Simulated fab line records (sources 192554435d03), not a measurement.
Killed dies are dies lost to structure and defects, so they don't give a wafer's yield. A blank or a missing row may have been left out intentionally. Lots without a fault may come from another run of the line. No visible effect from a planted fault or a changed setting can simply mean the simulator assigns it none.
A struck lot beside a sound one | flow n5Finfet | 30 steps out of a route of 1938
Sound: the wafers L679.1, L679.2, L679.6. Wafers L691.1, L691.2, L691.4 were the ones struck. At the end, the cause is stated.
At each step with rows: each side's tool, then ch and its chambers, then its first start. Under that, the readings that differ: sound wafers | struck wafers | difference of the means | sigmas: that difference in standard deviations of wafers without a fault.
alike: readings whose means differ by less than 2 such deviations, and words and numbers that are the same on both sides. not compared: withheld readings, readings that some wafer has no value for, bounds like >300 that may hide the same value, and numbers for which the record gives no deviation and whose values overlap.
Wherever a step has rows on one side only, a row that says differs or no value, or a row with sigmas, the two part there. When numbers do not overlap yet have no deviation, they are printed without sigmas and do not part them. A reading missing from all wafers of one side parts the sides only when that side holds two or more wafers.

first, 9 steps without rows for these wafers: N5_SD_EPI_P_SOFTBAKE_04 (time 60 s); N5_SD_EPI_P_EXPOSE_06 (exposes mask SD P BLK, target cd 240 nm); N5_SD_EPI_P_PEB_07 (peb time 60 s); N5_SD_EPI_P_DEVELOP_08 (develop time 30 s); N5_SD_EPI_P_DESCUM_14 (chemistry O2, time 7.9 s); N5_SD_EPI_P_ETCH_36 (etches SiARC in CF4, target depth 45.5 nm, time 75.8 s); N5_SD_EPI_P_ETCH_37 (etches SOC in N2/H2, overetch 108 nm, time 486 s); N5_SD_EPI_P_STRIP_38 (strips in N2/H2); N5_SD_EPI_P_ETCHBACK_46 (etches SiNx in CH3F/O2, stops on SiO2, target depth 17.5 nm).
N5_SD_EPI_P_ETCH_47: etches SiOCN in CH3F/O2, target depth 25 nm.
  sound on rieDiel-03 ch 0,2,3, day 3 08:38; struck on rieDiel-03 ch 0,1,2, day 6 10:53
  alike: O2_flow_sccm, drypumpMotorCurrentA, oesProductAu, rfFwdPowerW, rfVppV, showerheadPlenumPTorr, throttleValvePct
  not compared: rfHoursCounterH
then, 16 steps without rows for these wafers: N5_SD_EPI_P_ETCH_16 (etches SiO2 in CHF3/O2, target depth 5 nm); N5_SD_EPI_P_STRIP_50 (strips in CHF3/O2); N5_SD_EPI_P_SD_RECESS_17 (chemistry HBr/Cl2/O2, target depth 39.1 nm, bt time 3 s); N5_SD_EPI_P_WET_ETCH_45 (etches SiO2 in dHF, time 10.7 s, target depth 2 nm, rinse time 30 s); N5_SD_EPI_P_STRIP_40 (strips in N2/H2); N5_SD_EPI_P_PRECLEAN_52 (cleans in O3/DIW, time 60 s); N5_SD_EPI_P_SRD_20 (time 30 s); N5_SD_EPI_P_PRECLEAN_51 (cleans in NF3:NH3, afs cycles 1, time 20 s, sublimation time 60 s); N5_SD_EPI_P_VAPOR_ETCH_44 (etches SiGe30 in NF3/Ar, time 3.3 s); N5_SD_EPI_P_EPI_21 (deposits SiGe:B, time 355 s); N5_SD_EPI_P_HM_STRIP_48 (strips SiNx in H3PO4, material SiNx, target depth 3 nm); N5_SD_EPI_P_SRD_49 (time 30 s); N5_SD_EPI_P_PRECLEAN_24 (cleans in O3/DIW, time 45 s); N5_SD_EPI_P_PRECLEAN_32 (cleans in dHF, time 10 s); N5_SD_EPI_P_PRECLEAN_33 (cleans in SC2, time 45 s); N5_SD_EPI_P_SRD_25 (time 30 s).
N5_SD_EPI_P_INSPECT_26: inspects for defects (darkfield).
  sound on defectInspect-02 at day 3 11:50; struck on defectInspect-02 at day 6 14:56
reading        | sound       | struck         | difference | sigmas
rawDefectCount | 126 129 142 | 1597 1500 1623 | +1441      | +34
then, 1 step without rows for these wafers: N5_SD_ACTIVATION_RTA_00 (time 0 s).
-- record jumps: 8 days separate the struck wafers' starts on either side; left off in module SD_ACTIVATION, taken up again in module BEOL_M4, whose first shown step is the route's number 1111 --
N5_BEOL_M4_RC_MEAS_101:
  sound on prober-01 ch 0, day 12 06:59; struck on prober-02 ch 0, day 14 14:45
reading        | sound          | struck         | difference | sigmas
IOFF_P (nA/um) | 0.37 0.35 0.27 | 0.26 0.22 0.21 | -0.10      | -2
ION_P (uA/um)  | 488 481 467    | 466 467 454    | -16        | -2
VT_P (mV)      | -240 -240 -244 | -245 -250 -254 | -8         | -3
  alike: DIBL_N, DIBL_P, IOFF_N, ION_N, SS_N, SS_P, VT_N
-- the record jumps here: 4 days lie between the struck wafers' starts before and after (it left off in module BEOL_M4 and takes up again in module PASSIVATION, whose first step shown is number 1936 of the route) --
N5_PASSIVATION_PROBE_49:
  sound on prober-02 at day 17 00:47; struck on prober-01 at day 19 01:26
reading                 | sound          | struck         | difference | sigmas
defectLimitedYield (%)  | 91.9 92.7 92.0 | 81.4 79.0 85.8 | -10.1      | -7
killedAtFrontEnd        | 41 32 32       | 166 183 111    | +118       | +11
killedDies              | 96 86 94       | 219 248 168    | +120       | +7
killedOnRim             | 11 7 13        | 24 17 23       | +11        | +3
sort_bin_5_function (%) | 4.9 4.5 4.3    | 10.7 13.1 8.0  | +6.0       | +6
sortNPass               | 1082 1094 1086 | 961 932 1012   | -119       | -7
sortYieldPct (%)        | 91.7 92.7 92.0 | 81.4 79.0 85.8 | -10.1      | -7
  alike: killed_at_M0_to_M3, killed_at_M4_up, killedAtContacts, killedAtOther, killedOpen, killedShort, sort_bin_4_leakage, sort_bin_6_memory

## WHERE THEY PART
First at N5_SD_EPI_P_INSPECT_26; last, within this record, at N5_PASSIVATION_PROBE_49.

WHY: what the simulator had put in
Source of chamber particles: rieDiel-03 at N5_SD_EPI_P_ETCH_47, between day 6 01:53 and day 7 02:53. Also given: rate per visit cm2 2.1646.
